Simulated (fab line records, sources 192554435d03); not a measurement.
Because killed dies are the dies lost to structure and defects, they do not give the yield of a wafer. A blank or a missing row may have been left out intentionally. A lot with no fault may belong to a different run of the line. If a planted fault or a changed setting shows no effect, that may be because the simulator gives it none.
Matching of chambers ; flow n5 finfet ; 4 sister chambers for N5_BEOL_M13_ETCH_38 on rie diel-01
The step etches SiCN in CF4/N2, target depth 67.5 nm, time 71.9 s. 4 wafers are shown with their chamber, then 8 later ones without.

== EACH WAFER AND ITS CHAMBER ==
wafer;chamber;showerhead plenum p Torr (Torr)
L088.1;2;2.13
L090.3;3;2.20
L090.4;0;2.25
L089.1;1;2.14

== WAFERS WITH NO CHAMBER GIVEN ==
wafer;showerhead plenum p Torr (Torr)
L089.2;2.20
L089.6;2.25
L095.1;2.12
L095.3;2.25
L095.6;2.12
L097.1;2.14
L097.4;2.19
L097.6;2.25

== WHICH CHAMBER EACH ONE RAN IN ==
wafer;from the rows above;in truth
L089.2;3;3
L089.6;0;0
L095.1;can't be placed: 2 or 1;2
L095.3;0;0
L095.6;can't be placed: 2 or 1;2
L097.1;can't be placed: 1 or 2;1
L097.4;3;3
L097.6;0;0
Placed correctly: 5 of 8. Cannot be placed on the basis of these rows: 3; the candidates contain the true chamber in 3. Wrongly placed: 0.
How it was worked out, from the rows above alone: a wafer's distance from a chamber is the root of the sum, over the readings, of the square of ((its reading less the chamber's mean) divided by the reading's scatter). If the next closest chamber is less than 2 further off than the closest, the wafer can't be placed; otherwise it belongs to the closest. Each chamber's mean is taken over the wafers shown for it. The scatter: root of mean squared gap, hidden wafer to nearest shown wafer, with one shown wafer a chamber.
